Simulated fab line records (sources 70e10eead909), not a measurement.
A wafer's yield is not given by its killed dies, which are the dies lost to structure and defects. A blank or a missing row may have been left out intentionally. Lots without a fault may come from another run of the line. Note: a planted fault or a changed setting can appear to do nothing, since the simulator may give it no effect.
A lot that was struck, set against a sound lot    flow nandHarc    22 steps out of a route of 1302
Sound: the wafers L106.2, L106.4, L106.6. Struck: wafers L996.1, L996.2, L996.5. Last of all comes the cause.
At each step with rows: each side's tool, then ch and its chambers, then its first start. Under that, the readings that differ: sound wafers    struck wafers    difference of the means    sigmas: that difference in standard deviations of wafers without a fault.
alike: readings whose means differ by less than 2 such deviations, and words and numbers that are the same on both sides. not compared: withheld readings, readings that some wafer has no value for, bounds like >300 that may hide the same value, and numbers for which the record gives no deviation and whose values overlap.
The two part at a step that has a row with sigmas, a row that says differs or no value, or rows on one side only. Non-overlapping numbers with no deviation appear without sigmas and do not part them. A reading missing from all wafers of one side parts the sides only when that side holds two or more wafers.

first, 10 steps without rows for these wafers: NHARC_P_M0_SRD_25; NHARC_P_M0_PRE_CLEAN_31 (time 12 s); NHARC_P_M0_DEP_32 (deposits SiCN, target thk 30 nm); NHARC_P_M1_DEP_00 (deposits SiOC, target thk 182.5 nm); NHARC_P_M1_DEHYDRATE_01 (time 120 s); NHARC_P_M1_HMDS_02 (time 30 s); NHARC_P_M1_COAT_34 (time 65 s); NHARC_P_M1_COAT_03 (resist thk 90 nm); NHARC_P_M1_SOFTBAKE_04 (time 55 s); NHARC_P_M1_EBR_05.
NHARC_P_M1_EXPOSE_06: exposes mask P M1, target cd 130 nm.
  sound on arfiScanner-02 ch 0, day 15 18:50; struck on arfiScanner-03 ch 0, day 11 12:58
reading            sound              struck                difference  sigmas
exposureDoseMJCm2  81.79 81.79 81.70  104.77 104.70 104.66  +22.95      +99 or more
  alike: mask
then, 2 steps without rows for these wafers: NHARC_P_M1_PEB_07 (peb time 65 s); NHARC_P_M1_DEVELOP_08 (develop time 35 s).
NHARC_P_M1_CD_MEAS_09 targets a cd of 130 nm.
  sound on cdSem-01 ch 0, day 15 18:59; struck on cdSem-02 ch 0, day 11 13:06
reading    sound              struck             difference  sigmas
cdNm (nm)  130.0 129.5 130.1  145.4 145.6 146.0  +15.8       +29
NHARC_P_M1_DESCUM_14: chemistry O2, time 3 s.
  sound on rieDiel-06 ch 1,3, day 15 19:10; struck on rieDiel-06 ch 0,3, day 11 13:17
reading               sound                 struck                difference  sigmas
throttleValvePct (%)  11.292 11.307 11.294  11.316 11.312 11.322  +0.019      +2
model.P_M1.cdNm (nm)  130.5 129.9 130.7     145 145.6 145.7       +15         
  alike: drypumpMotorCurrentA, o2FlowSccm, oesProductAu, rfVppV, showerheadPlenumPTorr
  not compared: rfHoursCounterH
then, 2 steps without rows for these wafers: NHARC_P_M1_ETCH_35 (etches the open film in N2/H2, target depth 40 nm, overetch 12 nm, time 43.94 s); NHARC_P_M1_ETCH_15 (etches the open film in C4F8/Ar, target depth 182.5 nm, time 91.2 s).
NHARC_P_M1_CD_MEAS_16:
  struck on cdSem-01, day 11 13:35; sound on cdSem-02, day 15 19:31
reading    sound              struck             difference  sigmas
cdNm (nm)  130.3 129.9 130.9  145.3 145.5 145.7  +15.1       +23
then, 1 step without rows for these wafers: NHARC_P_M1_STRIP_18 (strips in N2/H2).
NHARC_P_M1_ETCH_28: etches the open film in CF4/N2, target depth 30 nm, time 72.99 s.
  sound: rieDiel-10 ch 1,2; struck: rieDiel-10 ch 0,2,3
reading               sound              struck           difference  sigmas
model.P_M1.cdNm (nm)  130.4 129.6 130.5  145 145.5 145.8  +15         
  alike: drypumpMotorCurrentA, oesProductAu, rfFwdPowerW, rfVppV, showerheadPlenumPTorr, throttleValvePct
  not compared: rfHoursCounterH
then, 1 step without rows for these wafers: NHARC_P_M1_STRIP_19 (strips in post etch residue remover, time 600 s).
-- record jumps: 19 days between struck wafers' starts before vs after; left off in module P_M1, resumes in module END, first step shown is number 1302 of the route --
NHARC_END_SORT_01:
  here the record holds rows for the struck wafers (prober-02 ch 0, day 30 03:19) but none for the sound ones

WHERE THEY PART
Last at NHARC_END_SORT_01 as far as this record goes, first at NHARC_P_M1_EXPOSE_06.

WHY: the cause the simulator had injected
Process parameter drift: arfiScanner-03, from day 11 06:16 on, at NHARC_P_M1_EXPOSE_06. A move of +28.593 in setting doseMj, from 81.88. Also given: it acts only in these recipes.
